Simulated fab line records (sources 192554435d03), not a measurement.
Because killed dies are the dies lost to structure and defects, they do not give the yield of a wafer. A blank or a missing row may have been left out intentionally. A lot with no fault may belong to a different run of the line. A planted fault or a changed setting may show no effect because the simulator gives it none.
fab line records | flow n5Finfet
[record] lots = 7 | wafers = 21
route steps=1938 shown BEOL_M15@1809 PASSIVATION@1930
startH: start of the lot's first displayed wafer, in hours after the record's first day | waitH: hours elapsed since this lot's preceding step | " repeats the value in the row above | L1.1+2: a single row standing in for several wafers | - either no value or no given start | * or withheld: withheld | < > ~ a bound
route shown NAME@n: a module of which the file shows steps, and the number in the route of the first | usual: mean/standard deviation of fault-free wafers | same: alike in all rows | chamber/n: place in a boat | sites: readings site by site | _std_site: the standard deviation of these | _edge_site: inner sites' mean taken away from outer sites' mean | radiusMm: how far each site lies from the wafer's centre | mask NAME#n: copy n | behind: the last tool/chamber to shape the wafer | hold: the reason the lot was held/the length of the hold in hours/how it ended | device: whichever transistor did not switch (one of n, p or np) | end of line: tests run on the same wafers once the route is complete | step lacking rows: just its recipe | killed: dies that structure and defects cost at the first sort, which is not the same as the wafer's yield | map: the dies of a wafer, with x for killed, . for not killed, _ for no die there
set.NAME: the run value of the setting; set.NAME@STEP: its run value at that earlier step | model.NAME: the simulator's own value behind a step, which no gauge read
lots with deliberately changed settings; one table per step, one row per wafer
[[steps]]
[step N5_BEOL_M15_TRENCH_ETCH_34]
[recipe] chemistry = C4F8/O2/Ar | target = SiO2 | targetDepthA = 8729.3 | heInnerTorr = 15 | heOuterTorr = 30 | timeS = 199 | ionEnergyEv = 800 | pressureMtorr = 20 | sourceW = 1905 | biasW = 2040 | Ar_flow_sccm = 400 | C4F8_flow_sccm = 16 | O2_flow_sccm = 12
lot.wafer | tool       | chamber | startH | waitH | set.timeS | model.etch.depthNm | model.coat_of_BEOL_M15_COAT_22.thkNm
L076.3    | rieDiel-02 | 2       | 278.94 | 0.0   | 199       | 836                | 559.6
L076.4    | "          | 1       | "      | "     | 231       | 1003               | 518.2
L076.5    | "          | 3       | "      | "     | 231       | 976.7              | 518.2
L079.1    | rieDiel-05 | 2       | 301.42 | 0.0   | 218.1     | 949.5              | 525.6
L079.3    | "          | 1       | "      | "     | 218.1     | 968.9              | 527.8
L079.5    | "          | 1       | "      | "     | 199       | 882.4              | 545.8
L084.1    | rieDiel-02 | 3       | 322.19 | 0.0   | 199       | 881.3              | 532.2
L084.2    | "          | 2       | "      | "     | 199       | 843.2              | 546.6
L084.4    | "          | 0       | "      | "     | 199       | 871.4              | 546.8
L085.2    | rieDiel-05 | 3       | 334.04 | 0.0   | 199       | 865.5              | 551.2
L085.3    | "          | 0       | "      | "     | 185.7     | 791.2              | 551.2
L085.4    | "          | 2       | "      | "     | 199       | 859.4              | 542.4
L086.2    | rieDiel-05 | 3       | 335.95 | 0.0   | 199       | 850                | 554.8
L086.3    | "          | 0       | "      | "     | 173.7     | 737                | 567.2
L086.6    | "          | 1       | "      | "     | 199       | 893.5              | 539.4
L089.1    | rieDiel-03 | 1       | 359.63 | 0.0   | 199       | 900.8              | 538.6
L089.3    | "          | 0       | "      | "     | 231.8     | 1036               | 514.8
L089.5    | "          | 0       | "      | "     | 199       | 889.8              | 542.2
L092.1    | rieDiel-02 | 2       | 369.77 | 0.0   | 199       | 852.2              | 544.4
L092.3    | "          | 3       | "      | "     | 221.9     | 976.7              | 509.8
L092.4    | "          | 1       | "      | "     | 221.9     | 978.5              | 515.2
[step N5_BEOL_M15_STRIP_36]
[recipe] chemistry = O2 | powerW = 600 | tempC = 60 | pressureMtorr = 30 | rfFrequencyHz = 6e+07 | biasPowerW = 0 | overashFraction = 0.3 | o2FlowSccm = 225
[step N5_BEOL_M15_ECD_47]
[recipe] material = Cu | targetThkA = 18600
[step N5_BEOL_M15_ANNEAL_48]
[recipe] tempC = 225 | timeS = 90 | ambient = N2
[step N5_BEOL_M15_CMP_49]
[recipe] stopOn = SiO2 | tOverpolishS = 4.9 | downForcePsi = 2 | platenRpm = 80 | clearingPlatenDownForcePsi = 2 | clearingPlatenRpm = 80 | postCmpClean = cuAlkaline | targetThkNm = 850 | clearingPlatenPadVelocityMS = 1.5917 | padVelocityMS = 1.5917
lot.wafer | tool   | chamber | startH | waitH | set.timeS@BEOL_M15_TRENCH_ETCH_34 | model.Cu_of_BEOL_M15_ECD_47.thkNm
L076.3    | cmp-04 | 0       | 282.38 | 0.3   | 199                               | 813.8
L076.4    | "      | 1       | "      | "     | 231                               | 978.8
L076.5    | "      | 3       | "      | "     | 231                               | 952.4
L079.3    | cmp-04 | 3       | 303.68 | 0.2   | 218.1                             | 946
L079.1    | "      | 1       | "      | "     | 218.1                             | 926.8
L079.5    | "      | 3       | "      | "     | 199                               | 859.4
L084.2    | cmp-03 | 1       | 324.98 | 0.2   | 199                               | 821
L084.1    | "      | 2       | "      | "     | 199                               | 858.6
L084.4    | "      | 0       | "      | "     | 199                               | 848.2
L085.3    | cmp-04 | 3       | 339.78 | 0.2   | 185.7                             | 767.6
L085.4    | "      | 0       | "      | "     | 199                               | 837.2
L085.2    | "      | 2       | "      | "     | 199                               | 843.8
L086.2    | cmp-04 | 3       | 341.07 | 0.2   | 199                               | 824.4
L086.3    | "      | 1       | "      | "     | 173.7                             | 713.8
L086.6    | "      | 0       | "      | "     | 199                               | 871.4
L089.3    | cmp-03 | 2       | 364.05 | 0.2   | 231.8                             | 1014
L089.1    | "      | 3       | "      | "     | 199                               | 880.2
L089.5    | "      | 1       | "      | "     | 199                               | 869.2
L092.3    | cmp-01 | 1       | 372.63 | 0.2   | 221.9                             | 952.6
L092.4    | "      | 2       | "      | "     | 221.9                             | 956.6
L092.1    | "      | 3       | "      | "     | 199                               | 828.2
[step N5_BEOL_M15_THK_MEAS_50]
[recipe] thkMeasGauge = xrf | reads = Cu_of_BEOL_M15_ECD_47
[usual] M15_THK = 858/21
lot.wafer | tool         | chamber | startH | waitH | set.timeS@BEOL_M15_TRENCH_ETCH_34 | M15_THK[nm]
L076.3    | filmMetro-01 | -       | 282.60 | -     | 199                               | 833
L076.4    | "            | -       | "      | "     | 231                               | 1004
L076.5    | "            | -       | "      | "     | 231                               | 973
L079.1    | filmMetro-02 | -       | 303.93 | -     | 218.1                             | 944
L079.3    | "            | -       | "      | "     | 218.1                             | 965
L079.5    | "            | -       | "      | "     | 199                               | 874
L084.1    | filmMetro-02 | -       | 325.28 | -     | 199                               | 856
L084.2    | "            | -       | "      | "     | 199                               | 826
L084.4    | "            | -       | "      | "     | 199                               | 846
L085.2    | filmMetro-02 | -       | 340.08 | -     | 199                               | 847
L085.3    | "            | -       | "      | "     | 185.7                             | 769
L085.4    | "            | -       | "      | "     | 199                               | 837
L086.2    | filmMetro-02 | -       | 341.37 | -     | 199                               | 831
L086.3    | "            | -       | "      | "     | 173.7                             | 722
L086.6    | "            | -       | "      | "     | 199                               | 877
L089.1    | filmMetro-02 | -       | 364.27 | -     | 199                               | 886
L089.3    | "            | -       | "      | "     | 231.8                             | 1022
L089.5    | "            | -       | "      | "     | 199                               | 873
L092.1    | filmMetro-02 | -       | 372.93 | -     | 199                               | 835
L092.3    | "            | -       | "      | "     | 221.9                             | 961
L092.4    | "            | -       | "      | "     | 221.9                             | 970
[step N5_BEOL_M15_PRE_CLEAN_52]
[recipe] gas = NH3 | timeS = 15 | tempC = withheld | rfPowerW = 300
[step N5_BEOL_M15_DEP_53]
[recipe] material = SiCN | targetThkA = 500 | tempC = withheld | precursor = 3MS/NH3 | pressureTorr = 3 | rfW = 675 | timeS = 17.8
[step N5_BEOL_M15_RS_MEAS_54]
[recipe] thkMeasGauge = four-point-probe | reads = Cu_of_BEOL_M15_ECD_47+Ta_of_BEOL_M15_SPUTTER_44+TaN_of_BEOL_M15_SPUTTER_43
[usual] M15_RS = 0.0217/0.0005
lot.wafer | tool         | chamber | startH | waitH | set.timeS@BEOL_M15_TRENCH_ETCH_34 | M15_RS[ohm/sq]
L076.3    | filmMetro-01 | -       | 282.76 | 0.1   | 199                               | 0.0225
L076.4    | "            | -       | "      | "     | 231                               | 0.0187
L076.5    | "            | -       | "      | "     | 231                               | 0.0193
L079.1    | filmMetro-02 | -       | 304.06 | 0.0   | 218.1                             | 0.0197
L079.3    | "            | -       | "      | "     | 218.1                             | 0.0193
L079.5    | "            | -       | "      | "     | 199                               | 0.0213
L084.1    | filmMetro-02 | -       | 325.41 | 0.0   | 199                               | 0.0213
L084.2    | "            | -       | "      | "     | 199                               | 0.0223
L084.4    | "            | -       | "      | "     | 199                               | 0.0215
L085.2    | filmMetro-02 | -       | 340.21 | 0.1   | 199                               | 0.0217
L085.3    | "            | -       | "      | "     | 185.7                             | 0.0239
L085.4    | "            | -       | "      | "     | 199                               | 0.0219
L086.2    | filmMetro-02 | -       | 341.50 | 0.1   | 199                               | 0.0222
L086.3    | "            | -       | "      | "     | 173.7                             | 0.0257
L086.6    | "            | -       | "      | "     | 199                               | 0.0210
L089.1    | filmMetro-02 | -       | 364.39 | 0.0   | 199                               | 0.0208
L089.3    | "            | -       | "      | "     | 231.8                             | 0.0180
L089.5    | "            | -       | "      | "     | 199                               | 0.0211
L092.1    | filmMetro-02 | -       | 373.06 | 0.0   | 199                               | 0.0221
L092.3    | "            | -       | "      | "     | 221.9                             | 0.0192
L092.4    | "            | -       | "      | "     | 221.9                             | 0.0191
[step N5_PASSIVATION_ETCH_54]
[recipe] chemistry = CHF3/O2 | target = SiO2 | targetDepthA = 8800 | CHF3_flow_sccm = 50 | O2_flow_sccm = 5 | Ar_flow_sccm = 200 | timeS = 440 | maskMaterial = PR | pressureMtorr = 30 | sourceW = 650 | biasW = 170 | ionEnergyEv = 200
[usual] rfVppV = 520/15
lot.wafer | tool       | chamber | startH | waitH | set.biasW | rfVppV
L076.3    | rieDiel-06 | 0       | 295.28 | 0.1   | 170       | 506
L076.4    | "          | 3       | "      | "     | 142.4     | 437
L076.5    | "          | 3       | "      | "     | 170       | 506
L079.1    | rieDiel-04 | 0       | 318.09 | 0.1   | 151.3     | 465
L079.3    | "          | 2       | "      | "     | 170       | 514
L079.5    | "          | 3       | "      | "     | 151.3     | 462
L084.1    | rieDiel-06 | 2       | 336.53 | 0.1   | 170       | 521
L084.2    | "          | 3       | "      | "     | 170       | 505
L084.4    | "          | 0       | "      | "     | 170       | 541
L086.2    | rieDiel-04 | 3       | 353.79 | 0.1   | 154.9     | 470
L086.3    | "          | 0       | "      | "     | 170       | 509
L086.6    | "          | 3       | "      | "     | 154.9     | 470
L085.2    | rieDiel-01 | 3       | 354.15 | 0.1   | 170       | 530
L085.3    | "          | 1       | "      | "     | 170       | 533
L085.4    | "          | 2       | "      | "     | 161.5     | 481
L089.1    | rieDiel-06 | 3       | 375.10 | 0.1   | 170       | 507
L089.3    | "          | 1       | "      | "     | 192.7     | 558
L089.5    | "          | 2       | "      | "     | 170       | 521
L092.1    | rieDiel-04 | 0       | 385.21 | 0.1   | 177.9     | 526
L092.3    | "          | 2       | "      | "     | 170       | 513
L092.4    | "          | 3       | "      | "     | 177.9     | 524
[[key]]
[split] step = N5_BEOL_M15_TRENCH_ETCH_34 | setting = timeS | stated = 199 | by = wafer
[response] step = N5_BEOL_M15_TRENCH_ETCH_34 | reading = model.etch.depthNm | change = +9.54 | per = 1% | r = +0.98
[response] step = N5_BEOL_M15_TRENCH_ETCH_34 | reading = model.coat_of_BEOL_M15_COAT_22.thkNm | change = -2 | per = 1% | r = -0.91
[response] step = N5_BEOL_M15_CMP_49 | reading = model.Cu_of_BEOL_M15_ECD_47.thkNm | change = +9.5 | per = 1% | r = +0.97
[response] step = N5_BEOL_M15_THK_MEAS_50 | reading = M15_THK | change = +9.65 | per = 1% | r = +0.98
[response] step = N5_BEOL_M15_RS_MEAS_54 | reading = M15_RS | change = -0.000231 | per = 1% | r = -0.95
[split] step = N5_PASSIVATION_ETCH_54 | setting = biasW | stated = 170 | by = wafer
[response] step = N5_PASSIVATION_ETCH_54 | reading = rfVppV | change = +4.24 | per = 1% | r = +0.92
